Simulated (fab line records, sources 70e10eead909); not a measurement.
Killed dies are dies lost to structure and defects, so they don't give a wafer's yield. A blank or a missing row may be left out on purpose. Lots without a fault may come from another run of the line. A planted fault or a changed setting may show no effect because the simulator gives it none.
Chamber matching | flow nand_harc | NHARC_A_CONTACT_CMP_20 on cmp-02: 4 sister chambers
The step polishes, t overpolish 30 s, target thk 300 nm. 8 wafers are shown with their chamber, then 7 later ones without.

WAFERS WITH THEIR CHAMBER
wafer  | chamber | motor_current_A (A) | time_to_endpoint_s (s)
L787.5 | 3       | 11.8                | 62
L788.1 | 0       | 12.9                | 65
L788.2 | 2       | 12.7                | 64
L788.4 | 1       | 12.3                | 65
L785.3 | 2       | 13.2                | 62
L785.4 | 3       | 12.4                | 64
L785.6 | 1       | 11.8                | 65
L797.3 | 0       | 12.7                | 61

WAFERS WITHOUT THEIR CHAMBER
wafer  | motor_current_A (A) | time_to_endpoint_s (s)
L797.6 | 11.9                | 61
L801.2 | 12.2                | 64
L801.3 | 13.1                | 60
L801.4 | 11.7                | 65
L803.4 | 12.5                | 62
L803.5 | 12.5                | 64
L803.6 | 12.7                | 62

WHICH CHAMBER EACH WENT THROUGH
wafer  | from the rows above               | in truth
L797.6 | can't be placed: 3 or 1 or 0      | 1
L801.2 | can't be placed: 3 or 1 or 0 or 2 | 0
L801.3 | can't be placed: 2 or 0 or 3      | 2
L801.4 | can't be placed: 1 or 3           | 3
L803.4 | can't be placed: 0 or 3 or 2 or 1 | 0
L803.5 | can't be placed: 0 or 3 or 1 or 2 | 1
L803.6 | can't be placed: 0 or 2 or 3 or 1 | 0
Placed correctly: 0 of 7. Can't be placed from these rows: 7 (the true chamber is among the candidates in 7). Placed wrongly: 0.
How it was worked out, from the rows above alone: a wafer's distance from a chamber is the root of the sum, over the readings, of the square of ((its reading less the chamber's mean) divided by the reading's scatter). The wafer belongs to the nearest chamber; if the next one is less than 2 further off, it can't be placed. A chamber's mean is the mean of its shown wafers. The scatter: the root of (the sum of the squares of (reading less its chamber's mean) over the shown wafers, divided by (wafers less chambers)).
